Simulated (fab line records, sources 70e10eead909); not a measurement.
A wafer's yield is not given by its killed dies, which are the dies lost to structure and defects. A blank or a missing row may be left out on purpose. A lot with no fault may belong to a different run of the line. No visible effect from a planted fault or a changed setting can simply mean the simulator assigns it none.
fab line records	flow nand-harc
[record] lots = 12	wafers = 34	last-day = 33
route steps=1302 shown A_CHANNEL_HOLE_D1@476 A_DECK1_JOINT@518
lots with no fault: from the same line, run without faults
start-h: start of the lot's first displayed wafer, in hours after the record's first day	wait-h: how many hours have passed since the lot's step before this one	" same as the row above	L1.1+2: a row that stands for several wafers	- no value, or no start given	* or withheld: withheld	< > ~ a bound
route shown NAME@n: NAME is a module with steps in the file, n the number in the route of the first one	usual: mean/standard deviation taken from wafers without a fault	same: alike in all rows	chamber/n: place in a boat	sites: readings site by site	_std_site: their standard deviation	_edge_site: outer sites' mean less inner sites'	radius-mm: how far each site lies from the wafer's centre	mask NAME#n: copy n	behind: the last tool/chamber to shape the wafer	hold: the reason the lot was held/the length of the hold in hours/how it ended	device: the transistor (n, p or np) that didn't switch	end of line: the same wafers' tests at the end of the route	a step without rows: its recipe alone	killed: at the first sort, the dies lost to defects and structure; wafer yield is something else	map: shows each die of a wafer: x if killed, . if not, _ if none is there
set.NAME: the setting the step ran with; set.NAME@STEP: the setting that earlier step ran with	model.NAME: the simulator's own value behind a step, which no gauge read
the route's steps for a sample of lots (tables are steps, rows are wafers)
services: the hour from which a tool's chamber was out of use, counted from the record's first day as start-h (under 0 if before that day), plus the number of hours and why
[[steps]]
[step NHARC_A_CHANNEL_HOLE_D1_ETCH_24]
[recipe] bias-v = 5000	source-w = withheld	pressure-mtorr = 20	time-s = 906.2	ar-flow-sccm = 375	c4f8-flow-sccm = 93.8	o2-flow-sccm = 31.2	temp-c = -20	target-depth-a = 15000	chemistry = C4F8/O2/Ar
[usual] drypump-motor-current-A = 5.73/0.14	mfc-ar-sccm = 374.8/1.1	showerhead-plenum-p-Torr = 3.706/0.027	temp-c = -20.03/0.11	throttle-valve-pct = 32.235/0.0081
lot.wafer	tool	chamber	start-h	wait-h	drypump-motor-current-A	mfc-ar-sccm	rf-hours-counter-h	showerhead-plenum-p-Torr	temp-c	throttle-valve-pct
L954.1	har-etch-02	0	184.99	0.6	5.63	375.6	295	3.762	-19.87	32.244
L954.2	"	1	"	"	5.53	376.0	295	3.762	-19.94	32.246
L954.5	"	1	"	"	5.53	375.4	-	3.762	-20.11	32.237
L955.1	har-etch-01	0	195.80	0.6	5.83	376.1	95	3.726	-20.02	32.238
L955.2	"	1	"	"	5.86	374.7	95	3.726	-20.26	32.233
L955.3	"	0	"	"	5.85	375.3	-	3.726	-20.00	32.235
L958.1	har-etch-01	0	223.16	0.6	5.86	374.1	110	3.718	-20.05	32.237
L958.3	"	1	"	"	5.84	375.3	-	3.718	-19.98	32.231
L958.5	"	0	"	"	5.85	375.3	-	3.718	-19.96	32.242
L960.1	har-etch-01	1	242.67	0.6	5.85	376.2	122	3.711	-19.94	32.226
L960.5	"	0	"	"	5.84	375.3	-	3.712	-20.09	32.217
L961.3	har-etch-02	0	260.02	0.6	5.63	374.7	-	3.739	-20.09	32.234
L961.6	"	1	"	"	5.51	374.1	-	3.739	-19.99	32.239
L968.2	har-etch-02	1	327.36	0.6	5.51	374.5	364	3.724	-19.86	32.230
L968.1	"	0	"	"	5.63	375.3	387	3.712	-19.99	32.237
L968.4	"	1	"	"	5.49	375.9	-	3.724	-19.96	32.228
L969.1	har-etch-01	0	327.65	0.6	5.84	373.4	174	3.682	-20.14	32.244
L969.4	"	1	"	"	5.85	374.1	-	3.683	-20.08	32.239
L969.6	"	1	"	"	5.83	374.1	-	3.683	-19.95	32.227
L973.1	har-etch-01	0	369.35	0.6	5.82	373.9	201	3.668	-20.00	32.254
L973.6	"	1	"	"	5.85	375.7	-	3.668	-19.86	32.248
L973.5	"	0	"	"	5.83	373.2	-	3.668	-20.03	32.223
L974.1	har-etch-01	1	387.21	0.6	5.88	374.0	205	3.666	-19.99	32.233
L974.4	"	1	"	"	5.88	375.8	-	3.666	-20.03	32.237
L974.5	"	1	"	"	5.86	374.2	-	3.666	-20.10	32.220
L975.2	har-etch-02	1	409.34	0.6	5.52	376.0	10	3.699	-20.13	32.224
L975.1	"	0	"	"	5.63	375.5	10	3.695	-20.06	32.237
L975.4	"	0	"	"	5.62	375.2	-	3.695	-20.12	32.242
L976.2	har-etch-02	0	413.86	0.6	5.61	374.5	14	3.692	-19.95	32.232
L976.4	"	1	"	"	5.48	375.9	-	3.697	-20.06	32.230
L976.6	"	0	"	"	5.62	372.9	-	3.693	-20.02	32.225
L977.2	har-etch-01	0	416.01	0.6	5.82	373.9	228	3.653	-19.95	32.240
L977.6	"	1	"	"	5.89	375.1	-	3.654	-20.02	32.238
L977.5	"	0	"	"	5.85	373.8	-	3.653	-20.11	32.232
[step NHARC_A_CHANNEL_HOLE_D1_ETCH_33]
[recipe] bias-v = 400	source-w = 2000	pressure-mtorr = 25	time-s = 90	ar-flow-sccm = 375	c4f8-flow-sccm = 41.7	o2-flow-sccm = 83.3	temp-c = -20	target-depth-a = 4000	chemistry = C4F8/O2/Ar
[usual] drypump-motor-current-A = 5.73/0.14	mfc-ar-sccm = 374.8/1	showerhead-plenum-p-Torr = 3.750/0.028	temp-c = -20.00/0.098	throttle-valve-pct = 27.620/0.0086
lot.wafer	tool	chamber	start-h	wait-h	drypump-motor-current-A	mfc-ar-sccm	rf-hours-counter-h	showerhead-plenum-p-Torr	temp-c	throttle-valve-pct
L954.1	har-etch-02	0	186.85	0.2	5.62	374.7	297	3.808	-20.02	27.607
L954.2	"	1	"	"	5.50	374.6	297	3.808	-20.06	27.626
L954.5	"	1	"	"	5.50	375.1	-	3.808	-20.26	27.600
L955.1	har-etch-01	0	197.64	0.2	5.85	373.8	96	3.771	-19.99	27.621
L955.2	"	1	"	"	5.84	375.1	96	3.771	-20.07	27.631
L955.3	"	0	"	"	5.83	375.4	-	3.771	-20.16	27.617
L958.1	har-etch-01	0	225.01	0.2	5.80	374.3	112	3.762	-19.88	27.621
L958.3	"	1	"	"	5.83	376.1	-	3.762	-19.90	27.618
L958.5	"	0	"	"	5.82	374.9	-	3.762	-19.88	27.622
L960.1	har-etch-01	1	244.51	0.2	5.86	373.7	123	3.755	-19.96	27.612
L960.5	"	0	"	"	5.84	374.6	-	3.755	-19.95	27.634
L961.3	har-etch-02	0	261.58	0.2	5.63	375.2	-	3.784	-19.95	27.630
L961.6	"	1	"	"	5.51	375.3	-	3.784	-20.01	27.613
L968.2	har-etch-02	1	329.22	0.2	5.56	373.8	366	3.769	-19.92	27.618
L968.1	"	0	"	"	5.62	372.5	389	3.756	-20.10	27.610
L968.4	"	1	"	"	5.53	374.1	-	3.768	-19.94	27.609
L969.1	har-etch-01	0	329.40	0.2	5.83	375.8	176	3.726	-20.11	27.624
L969.4	"	1	"	"	5.87	375.8	-	3.726	-20.23	27.624
L969.6	"	1	"	"	5.84	375.3	-	3.726	-20.00	27.611
L973.1	har-etch-01	0	371.12	0.2	5.84	374.5	203	3.710	-20.09	27.619
L973.6	"	1	"	"	5.89	376.1	-	3.711	-19.97	27.615
L973.5	"	0	"	"	5.83	374.3	-	3.711	-20.07	27.602
L974.1	har-etch-01	1	388.95	0.2	5.87	375.9	207	3.709	-20.20	27.603
L974.4	"	1	"	"	5.84	377.2	-	3.708	-19.90	27.611
L974.5	"	1	"	"	5.86	373.3	-	3.709	-20.15	27.621
L975.2	har-etch-02	1	411.19	0.2	5.51	375.0	11	3.743	-19.85	27.615
L975.1	"	0	"	"	5.62	373.4	11	3.739	-20.11	27.622
L975.4	"	0	"	"	5.61	373.0	-	3.739	-20.11	27.613
L976.2	har-etch-02	0	415.61	0.2	5.62	377.2	15	3.736	-19.92	27.630
L976.4	"	1	"	"	5.52	373.9	-	3.741	-19.97	27.636
L976.6	"	0	"	"	5.63	375.8	-	3.736	-19.95	27.620
L977.2	har-etch-01	0	417.77	0.2	5.85	375.8	230	3.696	-20.09	27.619
L977.6	"	1	"	"	5.83	374.0	-	3.696	-20.04	27.613
L977.5	"	0	"	"	5.82	374.5	-	3.695	-20.11	27.618
[step NHARC_A_CHANNEL_HOLE_D1_XSEM_31]
[recipe] landing-energy-ev = 35000
[usual] bot-cd-nm = 75.1/1.1	bow-nm = 8.6/0.33	tilt-deg = 0.06/0.036
lot.wafer	tool	chamber	start-h	wait-h	bot-cd-nm	bow-nm	tilt-deg
L954.1	xsem-01	0	188.47	0.1	75.0	8.0	0.03
L954.2	"	0	"	"	74.7	8.1	0.04
L954.5	"	0	"	"	76.6	8.1	0.04
L955.1	xsem-02	0	199.42	0.1	76.7	8.6	0.10
L955.2	"	0	"	"	75.5	8.6	0.10
L955.3	"	0	"	"	74.8	8.6	0.10
L958.1	xsem-01	0	226.65	0.1	76.1	9.6	0.08
L958.3	"	0	"	"	75.9	9.6	0.08
L958.5	"	0	"	"	75.2	9.6	0.08
L960.1	xsem-02	0	246.30	0.1	74.7	9.0	0.12
L960.5	"	0	"	"	75.4	9.0	0.11
L961.3	xsem-02	0	263.13	0.1	73.3	8.4	0.11
L961.6	"	0	"	"	75.6	8.5	0.12
L968.1	xsem-02	0	330.91	0.1	76.3	8.6	0.02
L968.2	"	0	"	"	74.5	8.6	0.02
L968.4	"	0	"	"	75.4	8.7	0.02
L969.1	xsem-01	0	331.32	0.1	77.3	8.3	0.07
L969.4	"	0	"	"	75.4	8.4	0.07
L969.6	"	0	"	"	75.5	8.3	0.07
L973.1	xsem-02	0	373.08	0.1	73.7	8.8	0.01
L973.5	"	0	"	"	74.5	8.7	0.01
L973.6	"	0	"	"	73.4	8.7	0.01
L974.1	xsem-01	0	390.54	0.1	77.4	8.9	0.09
L974.4	"	0	"	"	74.7	8.9	0.09
L974.5	"	0	"	"	76.9	8.9	0.08
L975.1	xsem-01	0	413.00	0.1	76.2	8.6	0.04
L975.2	"	0	"	"	73.3	8.5	0.03
L975.4	"	0	"	"	76.8	8.6	0.03
L976.2	xsem-01	0	417.32	0.1	76.7	8.7	0.04
L976.4	"	0	"	"	75.1	8.8	0.04
L976.6	"	0	"	"	74.5	8.7	0.04
L977.2	xsem-02	0	419.38	0.1	75.1	8.7	0.06
L977.5	"	0	"	"	75.5	8.8	0.06
L977.6	"	0	"	"	74.4	8.8	0.06
[step NHARC_A_DECK1_JOINT_ETCHBACK_07]
[recipe] target-depth-a = 1050	time-s = 26.9	hbr-flow-sccm = 150	rf-w = 350	icp-w = 350	bias-w = 60	chemistry = HBr
[usual] drypump-motor-current-A = 5.7/0.36	hbr-flow-sccm = 150.0/0.5	oes-product-au = 0.999/0.0085	run-length-s = 48.2/0.47	throttle-valve-pct = 23.265/0.0094
lot.wafer	tool	chamber	start-h	wait-h	drypump-motor-current-A	hbr-flow-sccm	oes-product-au	rf-hours-counter-h	run-length-s	throttle-valve-pct
L954.1	rie-si-01	3	243.73	0.1	5.5	149.9	1.005	0.2	48.1	23.270
L954.2	"	2	"	"	5.3	150.5	1.001	0.2	47.6	23.270
L954.5	"	0	"	"	5.7	150.7	1.005	-	48.1	23.257
L955.1	rie-si-01	3	247.57	0.1	5.5	149.4	1.020	0.2	48.4	23.264
L955.2	"	0	"	"	5.7	149.2	1.005	0.3	47.9	23.276
L955.3	"	1	"	"	5.9	150.5	1.002	0.2	48.2	23.270
L958.3	rie-si-01	1	275.00	0.1	5.9	149.5	0.983	0.5	48.4	23.262
L958.1	"	2	"	"	5.4	149.3	0.995	0.4	47.6	23.265
L958.5	"	0	"	"	5.7	150.3	1.008	-	39.8	23.271
L960.1	rie-si-01	0	295.62	0.1	5.7	149.9	1.005	0.7	48.0	23.260
L960.5	"	1	"	"	5.9	149.8	0.990	-	39.3	23.270
L961.3	rie-si-01	1	314.03	0.1	5.9	149.3	1.012	0.7	48.7	23.259
L961.6	"	2	"	"	5.3	150.4	0.995	-	38.7	23.259
L969.1	rie-si-01	1	379.14	0.1	5.9	149.8	0.998	0	48.1	23.249
L969.4	"	3	"	"	5.5	150.1	0.998	0	48.2	23.265
L969.6	"	1	"	"	5.9	150.8	1.001	-	48.0	23.266
L968.2	rie-si-06	2	379.14	0.1	5.3	151.0	0.996	0.8	48.8	23.265
L968.1	"	3	"	"	6.2	150.4	0.988	0.9	47.9	23.257
L968.4	"	1	"	"	5.4	150.5	0.992	0.6	48.3	23.275
L973.1	rie-si-05	3	420.99	0.1	5.8	149.3	0.998	0.7	48.8	23.261
L973.5	"	2	"	"	5.1	149.8	0.992	-	48.1	23.263
L973.6	"	3	"	"	5.8	150.4	0.984	-	48.9	23.262
L974.4	rie-si-01	2	440.36	0.1	5.3	150.5	0.998	0.4	47.5	23.262
L974.1	"	3	"	"	5.5	150.7	1.014	0.4	48.0	23.265
L974.5	"	1	"	"	5.9	149.9	1.001	-	47.9	23.265
L975.2	rie-si-05	0	462.62	0.1	6.0	149.8	1.001	1.0	47.8	23.261
L975.4	"	1	"	"	6.3	149.9	1.000	1.1	47.9	23.257
L975.1	"	3	"	"	5.9	149.9	0.993	1.0	48.4	23.280
L977.2	rie-si-06	0	462.64	0.1	5.9	149.2	0.999	0.1	49.0	23.251
L977.6	"	3	"	"	6.3	150.4	1.001	-	48.2	23.270
L977.5	"	0	"	"	5.9	150.2	0.995	-	48.8	23.263
L976.4	rie-si-01	1	466.59	0.1	5.9	150.6	1.004	0.6	48.1	23.280
L976.2	"	3	"	"	5.4	148.8	1.001	0.5	48.6	23.285
L976.6	"	0	"	"	5.7	150.1	1.003	-	48.1	23.275
[[services]]
tool	chamber	start-h	hours	kind
rie-si-01	-	193.00	9.0	pm
rie-si-01	1	225.29	14.7	repair
rie-si-06	-	249.00	9.0	pm
rie-si-01	1	270.19	1.1	repair
xsem-01	-	284.33	0.4	repair
rie-si-06	0	290.15	7.0	repair
har-etch-02	1	293.71	-	consumable-replace:focus-ring
har-etch-02	1	293.71	17.0	scheduled-down
har-etch-02	1	293.71	17.0	vent-cycle
rie-si-05	-	305.01	9.0	pm
xsem-02	-	313.04	2.2	repair
har-etch-02	0	329.40	-	consumable-replace:focus-ring
har-etch-02	0	329.40	17.0	scheduled-down
har-etch-02	0	329.40	17.0	vent-cycle
rie-si-05	3	330.16	1.7	repair
rie-si-01	3	345.03	4.1	repair
rie-si-05	2	346.19	13.7	repair
rie-si-06	1	363.45	5.9	repair
rie-si-01	-	370.00	9.0	pm
xsem-01	-	374.00	14.0	pm
har-etch-02	-	378.07	17.0	pm
rie-si-01	0	403.46	7.9	repair
xsem-01	-	405.39	5.9	repair
rie-si-06	-	426.00	9.0	pm
[[key]]
[first-sign] step = NHARC_A_DECK1_JOINT_ETCHBACK_07	reading = run-length-s	direction = down	sigmas = 19	usual = *	struck = *
effect none on later readings
met-at NHARC_A_DECK1_JOINT_ETCHBACK_07
struck-lots L958,L960,L961
struck-wafers L958.5,L960.5,L961.6
tester-left-out L958,L960,L961
not-acting-at NHARC_A_CHANNEL_HOLE_D1_ETCH_24,NHARC_A_CHANNEL_HOLE_D1_ETCH_33,NHARC_A_CHANNEL_HOLE_D1_XSEM_31
onset-between 247.57 275.00
[fault] kind = process-parameter-drift	tool = rie-si-01	chamber = -	onset-h = 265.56	steps = NHARC_A_DECK1_JOINT_ETCHBACK_07	channel = time-s	offset = *	shape = step	end-h = 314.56	scope = struck-wafers-only	acts-in = *	stated = *
// tester-left-out: of these lots the tester's yield and bins aren't shown, on N5 and GAA mostly nor the transistor test; their killed dies are dies lost to structure and defects alone, not to doping, threshold or leakage, so they don't give the yield
